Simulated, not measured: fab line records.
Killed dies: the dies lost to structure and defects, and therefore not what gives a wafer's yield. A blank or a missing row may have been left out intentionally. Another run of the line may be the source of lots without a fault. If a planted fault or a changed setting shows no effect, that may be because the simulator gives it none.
Matching of chambers + flow nandHarc + 4 sister chambers for NHARC_A_CHANNEL_FILL_D2_ALD_25 on aldHk-02
The step deposits SiOx, target thk 60 nm, pulse time 10 s, ald cycles 600. 8 wafers are shown with their chamber, then 7 later ones without.

== WAFERS PAIRED WITH THEIR CHAMBERS ==
| wafer  | chamber | heaterPowerW (W) | precursorPulseHeightRel |
|--------|---------|------------------|-------------------------|
| L074.1 | 2       | 387              | 1.015                   |
| L080.4 | 0       | 444              | 0.995                   |
| L080.6 | 0       | 445              | 1.000                   |
| L084.2 | 1       | 488              | 1.009                   |
| L084.3 | 3       | 479              | 0.999                   |
| L084.5 | 1       | 465              | 1.003                   |
| L088.1 | 3       | 481              | 0.999                   |
| L088.3 | 2       | 384              | 1.001                   |

== WAFERS MISSING THEIR CHAMBER ==
| wafer  | heaterPowerW (W) | precursorPulseHeightRel |
|--------|------------------|-------------------------|
| L088.4 | 442              | 0.982                   |
| L091.1 | 463              | 0.998                   |
| L091.2 | 448              | 1.000                   |
| L091.5 | 493              | 1.028                   |
| L096.3 | 479              | 0.987                   |
| L096.1 | 489              | 1.013                   |
| L096.6 | 396              | 0.954                   |

== THE CHAMBER EACH PASSED THROUGH ==
| wafer  | from the rows above          | in truth |
|--------|------------------------------|----------|
| L088.4 | 0                            | 0        |
| L091.1 | can't be placed: 3 or 1 or 0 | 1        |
| L091.2 | 0                            | 0        |
| L091.5 | can't be placed: 1 or 3      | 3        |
| L096.3 | can't be placed: 3 or 1      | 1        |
| L096.1 | can't be placed: 1 or 3      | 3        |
| L096.6 | can't be placed: 2 or 0      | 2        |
Placed correctly: 2 of 7. Cannot be placed on the basis of these rows: 5; the candidates contain the true chamber in 5. Wrongly placed: 0.
How it was worked out, from the rows above alone: a wafer's distance from a chamber is the root of the sum, over the readings, of the square of ((its reading less the chamber's mean) divided by the reading's scatter). The wafer belongs to the nearest chamber; if the next one is less than 2 further off, it can't be placed. The mean given for a chamber averages the wafers shown for that chamber. The scatter is the square root of a quotient: the sum, over the shown wafers, of each reading's squared deviation from its chamber's mean, divided by wafers minus chambers.
